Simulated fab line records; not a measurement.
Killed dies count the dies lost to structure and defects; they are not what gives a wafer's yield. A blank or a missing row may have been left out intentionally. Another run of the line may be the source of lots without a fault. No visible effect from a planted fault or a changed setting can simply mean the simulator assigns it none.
Struck lot and sound lot, side by side | flow nand harc | 15 out of 1302 route steps
Sound: these wafers, L795.2, L795.3, L795.5. Wafers L788.3, L788.5, L788.6 were the ones struck. The cause is named last.
At each step with rows: each side's tool, then ch and its chambers, then its first start. Under that, the readings that differ: sound wafers | struck wafers | difference of the means | sigmas: that difference in standard deviations of wafers without a fault.
alike: readings with means less than 2 such deviations apart, plus words and numbers identical on both sides. not compared: withheld readings, readings lacking a value on some wafer, bounds such as >300 that could conceal the same value, and numbers that have no deviation in the record and whose values overlap.
A row with sigmas, a row that says differs or no value, or rows on one side alone: a step with any of these is where the two part. When numbers do not overlap yet have no deviation, they are printed without sigmas and do not part them. A reading missing from all wafers of one side parts the sides only when that side holds two or more wafers.

NHARC_A_CONTACT_INSPECT_44:
  sound on defect inspect-01 at day 30 03:20; struck on defect inspect-02 at day 27 20:45
  alike: raw defect count
then, 1 step without rows for these wafers: NHARC_A_CONTACT_DESCUM_47 (chemistry O2, time 3 s).
NHARC_A_CONTACT_ETCH_48: etches the open film in CF4, target depth 39 nm, time 65 s.
  sound on rie diel-11 ch 0,1, day 30 03:29; struck on rie diel-11 ch 0,1,2, day 27 22:01
  alike: bias w, cf4 flow sccm, drypump motor current A, oes product au, rf fwd power W, rf vpp V, showerhead plenum p Torr, throttle valve pct
  not compared: rf hours counter h
then, 1 step without rows for these wafers: NHARC_A_CONTACT_ETCH_49 (etches the open film in N2/H2, target depth 260 nm, time 475.3 s).
NHARC_A_CONTACT_ETCH_50: etches the open film in CF4/CHF3, target depth 121 nm, time 60.5 s.
  sound on rie diel-11 ch 1,2,3; struck on rie diel-11 ch 0,1,2
  alike: bias w, cf4 flow sccm, drypump motor current A, oes product au, rf fwd power W, rf vpp V, showerhead plenum p Torr, throttle valve pct
  not compared: rf hours counter h
then, 1 step without rows for these wafers: NHARC_A_CONTACT_ETCH_51 (etches the open film in O2/COS, target depth 7000 nm, time 1820 s).
NHARC_A_CONTACT_ETCH_111: etches the open film in C4F8/O2/Ar, time 140 s, target depth 700 nm.
  sound on har cap etch-03 ch 1, day 30 05:13; struck on har cap etch-01 ch 0,1, day 27 23:56
  alike: chamber pressure mTorr, oes air line au
  not compared: rf hours counter h
then, 2 steps without rows for these wafers: NHARC_A_CONTACT_ETCH_112 (etches the open film in C4F8/O2/Ar, time 190 s, target depth 1850 nm); NHARC_A_CONTACT_ETCH_113 (etches the open film in C4F8/O2/Ar, time 190 s, target depth 1850 nm).
NHARC_A_CONTACT_ETCH_114: etches the open film in C4F8/O2/Ar, time 190 s, target depth 1850 nm.
  sound on har cap etch-03 ch 1, day 30 05:45; struck on har cap etch-01 ch 0,1, day 28 00:28
  alike: chamber pressure mTorr, oes air line au
  not compared: rf hours counter h
NHARC_A_CONTACT_ETCH_115: etches the open film in C4F8/O2/Ar, time 190 s, target depth 1850 nm.
  sound on har cap etch-03 ch 1, day 30 05:55; struck on har cap etch-01 ch 0,1, day 28 00:38
  alike: chamber pressure mTorr, oes air line au
  not compared: rf hours counter h
then, 1 step without rows for these wafers: NHARC_A_CONTACT_ETCH_116 (etches the open film in C4F8/O2/Ar, time 190 s, target depth 1850 nm).
NHARC_A_CONTACT_ETCH_117: etches the open film in C4F8/O2/Ar, time 190 s, target depth 1850 nm.
  sound on har cap etch-03 ch 1, day 30 06:16; struck on har cap etch-01 ch 0,1, day 28 00:58
  no value came back on the struck wafers for chamber pressure mTorr (mTorr), oes air line au (a.u.); on the sound wafers chamber pressure mTorr (mTorr) reads 20.008 20.014 19.985
  not compared: rf hours counter h
then, 1 step without rows for these wafers: NHARC_A_CONTACT_ETCH_118 (etches the open film in C4F8/O2/Ar, time 190 s, target depth 1850 nm).
-- jump in the record: it breaks off in module A_CONTACT and resumes in module END (first step shown: number 1302 of the route), and 3 days separate the struck wafers' starts before and after --
NHARC_END_SORT_01:
  the record has rows for the struck wafers here (prober-02 ch 0, day 31 10:50) and none for the sound ones

WHERE THEY PART
Last at NHARC_END_SORT_01 as far as this record goes, first at NHARC_A_CONTACT_ETCH_117.

WHY: the cause the simulator had injected
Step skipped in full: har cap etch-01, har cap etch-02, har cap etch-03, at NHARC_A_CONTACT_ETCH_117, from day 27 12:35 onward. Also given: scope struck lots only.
